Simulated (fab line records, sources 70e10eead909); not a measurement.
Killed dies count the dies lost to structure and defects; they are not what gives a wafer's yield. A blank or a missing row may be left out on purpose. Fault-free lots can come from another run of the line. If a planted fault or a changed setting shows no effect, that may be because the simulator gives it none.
One fault through the eyes of 3 desks / flow nand_harc / what lay behind the numbers comes last; until then each desk has only its own

## METROLOGY DESK
What the gauges read for every lot (on any tool): the sampled wafers with a number, averaged. Any lot whose mean is over 4 standard deviations away from the usual mean is out of limits and marked OUT; that distance is given in the brackets.
Columns: A = cd_nm at NHARC_A_CONTACT_CD_MEAS_69, usual 300.1 nm; B = overlay_x_nm at NHARC_A_CONTACT_OVL_MEAS_70, usual 0.0 nm; C = overlay_y_nm at NHARC_A_CONTACT_OVL_MEAS_70, usual 0.0 nm
lot=L258; first seen here=day 22 16:14; A=299.9; B=-0.7; C=0.9
lot=L264; first seen here=day 24 22:19; A=299.9; B=0.6; C=0.7
lot=L265; first seen here=day 25 14:52; A=299.6; B=0.6; C=-0.7
lot=L266; first seen here=day 25 19:38; A=300.1; B=0.8; C=-0.8
lot=L273; first seen here=day 29 00:16; A=299.6; B=0.0; C=0.8
lot=L278; first seen here=day 29 18:47; A=300.2; B=-0.6; C=0.2
lot=L279; first seen here=day 31 17:05; A=300.3; B=-0.8; C=0.8
Result from this desk: across the 7 lots, nothing is out of limits.

## THE DEFECT DESK
Counts from the inspections along the route, per lot, as means over the sampled wafers that have a number. Any lot whose mean is over 4 standard deviations away from the usual mean is out of limits and marked OUT; that distance is given in the brackets.
Columns: A = raw_defect_count at NHARC_A_CONTACT_INSPECT_71, usual 83
lot=L258; first seen here=day 22 16:22; A=102
lot=L264; first seen here=day 24 22:26; A=116
lot=L265; first seen here=day 25 14:59; A=74
lot=L266; first seen here=day 25 19:46; A=84
lot=L273; first seen here=day 29 00:23; A=109
lot=L278; first seen here=day 29 18:54; A=74
lot=L279; first seen here=day 31 17:12; A=83
Result from this desk: across the 7 lots, nothing is out of limits.

## FOR THE TOOL OWNER'S DESK: rie_diel-11
The tool's own readings at NHARC_A_CONTACT_ETCH_76 (etches the open film in N2/H2, target depth 260 nm, time 475.3 s): means of the sampled wafers that have a number, for each lot that ran on this tool. Any lot whose mean is over 4 standard deviations away from the usual mean is out of limits and marked OUT; that distance is given in the brackets.
Columns: A = drypump_motor_current_A at NHARC_A_CONTACT_ETCH_76, usual 5.8 A; B = oes_product_au at NHARC_A_CONTACT_ETCH_76, usual 1.002 a.u.; C = rf_vpp_V at NHARC_A_CONTACT_ETCH_76, usual 430.9 V; D = run_length_s at NHARC_A_CONTACT_ETCH_76, usual 496.6 s; E = showerhead_plenum_p_Torr at NHARC_A_CONTACT_ETCH_76, usual 2.06 Torr; F = throttle_valve_pct at NHARC_A_CONTACT_ETCH_76, usual 14.170 %
lot=L264; first seen here=day 24 22:46; A=5.8; B=1.000; C=431.4; D=428.9 (-99 or more) OUT; E=2.08; F=14.172
lot=L265; first seen here=day 25 15:22; A=5.8; B=1.008; C=431.1; D=428.4 (-99 or more) OUT; E=2.02; F=14.174
lot=L266; first seen here=day 25 20:10; A=5.8; B=0.998; C=436.2; D=361.4 (-99 or more) OUT; E=2.20; F=14.178
lot=L279; first seen here=day 31 17:26; A=5.6; B=0.996; C=433.3; D=497.2; E=2.16; F=14.176
This desk's verdict: out of limits on L264, L265, L266, starting with L264 at day 24 22:46 (run_length_s at NHARC_A_CONTACT_ETCH_76). L279 stayed within limits.

## PUT TOGETHER
At day 24 22:46, on L264, L265, L266, the tool owner's desk was in a position to raise an alarm.
Nothing out of limits was seen by the metrology desk.
Nothing out of limits was seen by the defect desk.
The metrology desk has L264, L265, L266 on record, within its limits.
The defect desk has L264, L265, L266 on record, within its limits.
NHARC_A_CONTACT_ETCH_76 was run on rie_diel-11 by each of the lots named.

## WHAT THE SIMULATOR HAD INSERTED
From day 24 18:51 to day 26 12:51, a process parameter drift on rie_diel-11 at NHARC_A_CONTACT_ETCH_76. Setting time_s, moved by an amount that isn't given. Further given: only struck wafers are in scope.
Shown lots that were struck: L264, L265, L266.
Time in hours from fault onset to the first out-of-limits reading at each desk: the tool owner's desk, 4.
